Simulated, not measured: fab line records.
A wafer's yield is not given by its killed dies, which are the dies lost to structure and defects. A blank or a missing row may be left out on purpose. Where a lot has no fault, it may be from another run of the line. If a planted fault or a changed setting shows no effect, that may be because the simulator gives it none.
A struck lot beside a sound one ; flow n5Finfet ; 18 out of 1938 route steps
Sound: wafers L257.1, L257.2, L257.6. Wafers L266.1, L266.2, L266.3 were the ones struck. The cause is named last.
Each step with rows lists, per side, the tool, then ch with its chambers, then its first start. Under that, the readings that differ: sound wafers ; struck wafers ; difference of the means ; sigmas: that difference in standard deviations of wafers without a fault.
alike: readings with means less than 2 such deviations apart, plus words and numbers identical on both sides. not compared: withheld readings, readings lacking a value on some wafer, bounds such as >300 that could conceal the same value, and numbers that have no deviation in the record and whose values overlap.
A row with sigmas, a row that says differs or no value, or rows on one side alone: a step with any of these is where the two part. Numbers that have no deviation but don't overlap get no sigmas and don't part them. A reading that every wafer of one side lacks parts them only if that side has two wafers or more.

N5_BEOL_M12_CMP_49: polishes, stops on SiOC, t overpolish 20.6 s, target thk 320 nm.
  sound on cmp-03 ch 0,2,3, day 10 15:44; struck on cmp-04 ch 0,1,2, day 13 12:49
  alike: barrierFieldEndpointS, motorCurrentA, overpolishRunS, slurryFilterDpKPa
N5_BEOL_M12_THK_MEAS_50: measures by xrf.
  sound on filmMetro-01 at day 10 15:57; struck on filmMetro-01 at day 13 13:07
  alike: M12_THK
then, 1 step without rows for these wafers: N5_BEOL_M12_PRE_CLEAN_52 (time 15 s).
N5_BEOL_M12_DEP_53: deposits SiCN from 3MS/NH3, target thk 30 nm, time 10.5 s.
  sound on pecvd-04 ch 1,2, day 10 16:01; struck on pecvd-02 ch 0,1,2, day 13 13:10
  alike: showerheadPlenumPTorr, throttleValvePct
N5_BEOL_M12_RS_MEAS_54: uses a four-point probe to measure.
  sound on filmMetro-02 at day 10 16:04; struck on filmMetro-02 at day 13 13:14
  alike: M12_RS
N5_BEOL_M12_INSPECT_55: inspects for defects (darkfield).
  sound on defectInspect-01 at day 10 16:06; struck on defectInspect-01 at day 13 13:16
reading;sound;struck;difference;sigmas
rawDefectCount;110 126 113;45 68 74;-54;-2
N5_BEOL_M13_ILD_DEP_00: deposits SiOC from DEMS/O2, target thk 837.92 nm, time 166.4 s.
  sound on pecvd-03 ch 0,1,2, day 10 16:08; struck on pecvd-04 ch 0,1,2, day 13 13:17
  alike: heaterPowerW, showerheadPlenumPTorr, throttleValvePct
N5_BEOL_M13_THK_MEAS_01:
  sound on filmMetro-01 at day 10 16:17; struck on filmMetro-02 at day 13 13:27
  alike: M13_ILD_THK
then, 4 steps without rows for these wafers: N5_BEOL_M13_COAT_58 (time 60 s, resist thk 89 nm); N5_BEOL_M13_COAT_04 (resist thk 400 nm); N5_BEOL_M13_EBR_06; N5_BEOL_M13_SOFTBAKE_05 (time 60 s).
N5_BEOL_M13_EXPOSE_07: exposes mask V12.
  sound on krfScanner-01 ch 0, day 10 16:25; struck on krfScanner-02 ch 0, day 13 13:35
reading;sound;struck;difference;sigmas
exposureDoseMJCm2;24.741 24.784 24.779;26.273 26.300 26.248;+1.506;+63
  alike: mask
then, 3 steps without rows for these wafers: N5_BEOL_M13_PEB_08 (peb time 90 s); N5_BEOL_M13_DEVELOP_09 (develop time 45 s); N5_BEOL_M13_HARDBAKE_14 (time 120 s).
N5_BEOL_M13_CD_MEAS_10: target cd 190 nm.
  sound on cdSem-03 ch 0, day 10 16:35; struck on cdSem-01 ch 0, day 13 13:45
reading;sound;struck;difference;sigmas
cdNm (nm);191.9 191.8 191.3;195.1 195.8 195.4;+3.8;+3
N5_BEOL_M13_OVL_MEAS_11:
  sound on overlay-01 ch 0, day 10 16:37; struck on overlay-02 ch 0, day 13 13:47
  alike: V12_OVL

== WHERE THEY PART ==
First at N5_BEOL_M12_INSPECT_55; last, within this record, at N5_BEOL_M13_CD_MEAS_10. Later steps at which nothing parts them and some readings are alike: N5_BEOL_M13_OVL_MEAS_11.

WHY: the cause the simulator had injected
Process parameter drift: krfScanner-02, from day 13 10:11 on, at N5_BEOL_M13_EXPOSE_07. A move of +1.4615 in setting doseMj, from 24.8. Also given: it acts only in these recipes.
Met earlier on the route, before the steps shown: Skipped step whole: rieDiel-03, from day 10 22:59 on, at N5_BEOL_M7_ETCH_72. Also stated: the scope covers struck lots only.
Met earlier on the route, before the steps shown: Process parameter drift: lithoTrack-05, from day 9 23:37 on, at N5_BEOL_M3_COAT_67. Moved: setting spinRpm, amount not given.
